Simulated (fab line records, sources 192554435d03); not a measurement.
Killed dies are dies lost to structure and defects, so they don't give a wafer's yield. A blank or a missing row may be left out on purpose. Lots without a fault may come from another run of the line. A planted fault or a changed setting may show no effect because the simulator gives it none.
A struck lot beside a sound one | flow n5_finfet | 17 steps out of a route of 1938
Sound: wafers L178.2, L178.4, L178.5. Struck: wafer L192.1. (L192.4 of the same lot was not struck and is left out.) The cause comes at the end.
At each step with rows: each side's tool, then ch and its chambers, then its first start. Under that, the readings that differ: sound wafers | struck wafers | difference of the means | sigmas: that difference in standard deviations of wafers without a fault.
alike: readings whose means differ by less than 2 such deviations, and words and numbers that are the same on both sides. not compared: withheld readings, readings that some wafer has no value for, bounds like >300 that may hide the same value, and numbers for which the record gives no deviation and whose values overlap.
The two part at a step that has a row with sigmas, a row that says differs or no value, or rows on one side only. Numbers that don't overlap but have no deviation are shown without sigmas and don't part them. A reading that every wafer of one side lacks parts them only if that side has two wafers or more.

first, 9 steps without rows for these wafers: N5_BEOL_M7_COAT_63 (time 60 s, resist thk 60 nm); N5_BEOL_M7_COAT_64 (time 60 s, resist thk 12 nm); N5_BEOL_M7_COAT_71 (time 60 s, resist thk 5 nm); N5_BEOL_M7_COAT_22 (resist thk 30 nm); N5_BEOL_M7_EBR_24; N5_BEOL_M7_SOFTBAKE_23 (time 60 s); N5_BEOL_M7_EXPOSE_25 (exposes mask V6, target cd 40 nm); N5_BEOL_M7_PEB_26 (peb time 60 s); N5_BEOL_M7_DEVELOP_27 (develop time 30 s).
N5_BEOL_M7_CD_MEAS_28: target cd 40 nm.
  sound on cd_sem-02 ch 0, day 11 08:34; struck on cd_sem-02 ch 0, day 14 08:42
  alike: cd_nm
N5_BEOL_M7_OVL_MEAS_29:
  sound on overlay-02 ch 0, day 11 08:35; struck on overlay-01 ch 0, day 14 08:44
  alike: V6_OVL
N5_BEOL_M7_INSPECT_30: inspects for defects (brightfield).
  sound on defect_inspect-01, day 11 08:39; struck on defect_inspect-01, day 14 08:47
  reading          | sound       | struck | difference | sigmas
  raw_defect_count | 404 376 366 | 649    | +267       | +3
N5_BEOL_M7_DESCUM_33: chemistry O2, time 7 s.
  sound on rie_diel-03 ch 2,3, day 11 08:54; struck on rie_diel-03 ch 1, day 14 08:49
  reading                                      | sound             | struck | difference | sigmas
  rf_vpp_V (V)                                 | 242.5 242.4 242.8 | 244.9  | +2.3       | +2
  showerhead_plenum_p_Torr (Torr)              | 2.12 2.07 2.07    | 2.20   | +0.11      | +2
  model.CAR-EUV_of_BEOL_M7_COAT_22.thk_nm (nm) | 26.2 26.4 26.2    | 27.4   | +1.1       |
  alike: bias_power_w, drypump_motor_current_A, oes_product_au, throttle_valve_pct
  not compared: rf_hours_counter_h
N5_BEOL_M7_ETCH_72: etches underlayer in N2/H2, target depth 6.5 nm, time 5.2 s.
  sound on rie_diel-03 ch 2,3, day 11 08:56; struck on rie_diel-03 ch 1, day 14 08:52
  reading                  | sound             | struck | difference | sigmas
  rf_vpp_V (V)             | 526.9 521.9 524.2 | 530.9  | +6.6       | +3
  model.BEOL_M7.cd_nm (nm) | 40.2 40 40        | 39.4   | -0.7       |
  alike: drypump_motor_current_A, etch_rf_on_time_s, oes_product_au, showerhead_plenum_p_Torr, throttle_valve_pct
  not compared: rf_hours_counter_h
N5_BEOL_M7_ETCH_65: etches SiARC in CF4, target depth 15.6 nm, time 26 s.
  sound on rie_diel-03 ch 2,3, day 11 08:57; struck on rie_diel-03 ch 1, day 14 08:52
  reading                                      | sound          | struck | difference | sigmas
  showerhead_plenum_p_Torr (Torr)              | 2.19 2.11 2.11 | 2.26   | +0.12      | +2
  model.CAR-EUV_of_BEOL_M7_COAT_22.thk_nm (nm) | 11.4 11.4 11.2 | 12.4   | +1.1       |
  alike: drypump_motor_current_A, etch_rf_on_time_s, oes_product_au, rf_vpp_V, throttle_valve_pct
  not compared: rf_hours_counter_h
N5_BEOL_M7_ETCH_66: etches SOC in N2/H2, target depth 80 nm, overetch 16 nm, time 120 s.
  sound on rie_diel-03 ch 2,3, day 11 08:59; struck on rie_diel-03 ch 1, day 14 08:54
  reading      | sound             | struck | difference | sigmas
  rf_vpp_V (V) | 525.1 521.2 522.4 | 527.5  | +4.6       | +2
  alike: drypump_motor_current_A, oes_product_au, showerhead_plenum_p_Torr, throttle_valve_pct
  not compared: rf_hours_counter_h
then, 1 step without rows for these wafers: N5_PASSIVATION_PROBE_49.

WHERE THEY PART
First at N5_BEOL_M7_INSPECT_30; last, within this record, at N5_BEOL_M7_ETCH_66.

WHY: what the simulator had put in
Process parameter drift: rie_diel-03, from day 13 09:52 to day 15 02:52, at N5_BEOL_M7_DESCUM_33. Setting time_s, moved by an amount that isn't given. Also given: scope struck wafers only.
